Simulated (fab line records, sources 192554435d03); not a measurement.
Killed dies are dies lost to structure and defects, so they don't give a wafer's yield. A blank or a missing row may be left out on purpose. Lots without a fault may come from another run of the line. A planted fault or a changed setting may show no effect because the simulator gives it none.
Split-lot experiment | flow n5_finfet | 7 lots, 21 wafers read, on a route of 1938 steps

THE SPLIT
At N5_PASSIVATION_PASS_ETCH_47 (etches SiNx in CF4/O2, target depth 770 nm, time 385 s), the setting time_s was moved away from the recipe's 385 s on 11 of the 21 wafers read, by -19.5% to +17.4%. The other wafers ran this setting at the recipe's value.

The reading is taken at the split's own step.

THE READING
etch.depth_nm (the simulator's own value, which no gauge read), in nm, at N5_PASSIVATION_PASS_ETCH_47 (etches SiNx in CF4/O2, target depth 770 nm, time 385 s). The file gives no usual value for it. The 10 wafers here that ran the recipe average 760.4 nm, standard deviation 16 nm.

wafer  | tool, chamber at the split | time_s as run, s | against the recipe | etch.depth_nm, nm | against lot-mates on the recipe
L074.1 | rie_diel-06, 2             | 385              | recipe             | 773.8             | -
L074.2 | rie_diel-06, 3             | 385              | recipe             | 742.4             | -
L074.5 | rie_diel-06, 0             | 361.6            | -6.1%              | 742.1             | -16.0
L079.1 | rie_diel-02, 2             | 385              | recipe             | 760.8             | -
L079.3 | rie_diel-02, 3             | 385              | recipe             | 777.3             | -
L079.4 | rie_diel-02, 0             | 385              | recipe             | 785               | -
L087.1 | rie_diel-05, 3             | 385              | recipe             | 743.6             | -
L087.4 | rie_diel-05, 2             | 385              | recipe             | 737               | -
L087.6 | rie_diel-05, 3             | 385              | recipe             | 744.5             | -
L089.3 | rie_diel-05, 0             | 310              | -19.5%             | 589.5             | no lot-mate on the recipe
L089.5 | rie_diel-05, 2             | 310              | -19.5%             | 587.1             | no lot-mate on the recipe
L089.6 | rie_diel-05, 3             | 310              | -19.5%             | 605.2             | no lot-mate on the recipe
L088.3 | rie_diel-05, 0             | 444.9            | +15.6%             | 837.9             | no lot-mate on the recipe
L088.4 | rie_diel-05, 1             | 444.9            | +15.6%             | 887.7             | no lot-mate on the recipe
L088.5 | rie_diel-05, 3             | 444.9            | +15.6%             | 857.5             | no lot-mate on the recipe
L094.1 | rie_diel-05, 0             | 442.1            | +14.8%             | 848.4             | no lot-mate on the recipe
L094.2 | rie_diel-05, 3             | 442.1            | +14.8%             | 874.8             | no lot-mate on the recipe
L094.4 | rie_diel-05, 1             | 442.1            | +14.8%             | 884.4             | no lot-mate on the recipe
L097.1 | rie_diel-02, 1             | 385              | recipe             | 766.8             | -
L097.2 | rie_diel-02, 3             | 385              | recipe             | 772.8             | -
L097.6 | rie_diel-02, 2             | 451.8            | +17.4%             | 886.2             | +116.4

THE FIT
A straight line over all 21 wafers: etch.depth_nm changes by +7.6 nm for each +1% of time_s; r = +0.98; the points scatter about the line by 19 nm.
The same after taking each lot's own level away (the mean of its wafers on the recipe; 12 wafers): +6.18 nm for each +1%; r = +0.95; scatter 11 nm.
On that fit, the largest move of time_s shifts the reading by 1.2e+02 nm.
The lots' own levels span 741.70 to 774.37 nm, that is 2.0 times the standard deviation above.
So the lot-to-lot level changes the slope: the two fits differ.
Check: with one of the wafers moved furthest among these (+17.4%) left out of the fit, the line predicts +45.7 nm for it against its lot-mates. It came out at +116 nm against them.

OTHER SPLITS ON THESE WAFERS
These wafers also went through other splits before the reading. Each is held against what the fit with the lots' levels taken away leaves over:
other split on the same wafers     | wafers away from the commonest value | r with etch.depth_nm (lot level and that fit taken away)
N5_BEOL_M15_COAT_60 spin_rpm       | 6                                    | -0.32
N5_BEOL_M15_PEB_26 peb_time_s      | 5                                    | -0.13
N5_MIM_BOT_LITHO_EXPOSE_05 dose_mj | 7                                    | -0.05
N5_MIM_BOT_ETCH_ETCH_03 bias_w     | 11                                   | -0.25

THE FILE'S OWN FIT
etch.depth_nm changes by +6.27 nm for each +1% of time_s, r = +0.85.
